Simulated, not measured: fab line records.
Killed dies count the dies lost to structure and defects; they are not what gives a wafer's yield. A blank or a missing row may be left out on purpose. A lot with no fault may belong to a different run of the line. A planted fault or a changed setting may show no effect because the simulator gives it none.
Matching of chambers ; flow nand-harc ; NHARC_A_STAIRCASE_DEP_156 on pecvd-03: 3 sister chambers
The step deposits SiNx, target thk 50 nm. 6 wafers are shown with their chamber, then 8 later ones without.

== EACH WAFER AND ITS CHAMBER ==
wafer;chamber;heater-power-w (W)
L081.4;0;625
L081.5;2;702
L086.2;0;688
L086.3;1;647
L086.6;2;581
L089.2;1;576

== WAFERS MISSING THEIR CHAMBER ==
wafer;heater-power-w (W)
L089.4;727
L089.5;598
L095.2;625
L095.3;659
L095.6;642
L094.1;752
L094.2;573
L094.3;624

== THE CHAMBER EACH PASSED THROUGH ==
wafer;from the rows above;in truth
L089.4;can't be placed: 0 or 2 or 1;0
L089.5;can't be placed: 1 or 2 or 0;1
L095.2;can't be placed: 1 or 2 or 0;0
L095.3;can't be placed: 0 or 2 or 1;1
L095.6;can't be placed: 2 or 0 or 1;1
L094.1;can't be placed: 0 or 2 or 1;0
L094.2;can't be placed: 1 or 2 or 0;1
L094.3;can't be placed: 1 or 2 or 0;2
Correctly placed: 0 of 8. Not placeable from these rows: 8 (in 8, the candidates include the true chamber). Placed wrongly: 0.
How it was worked out, from the rows above alone: a wafer's distance from a chamber is the root of the sum, over the readings, of the square of ((its reading less the chamber's mean) divided by the reading's scatter). If the next closest chamber is less than 2 further off than the closest, the wafer can't be placed; otherwise it belongs to the closest. A chamber's mean is the mean of its shown wafers. The scatter: the root of (the sum of the squares of (reading less its chamber's mean) over the shown wafers, divided by (wafers less chambers)).
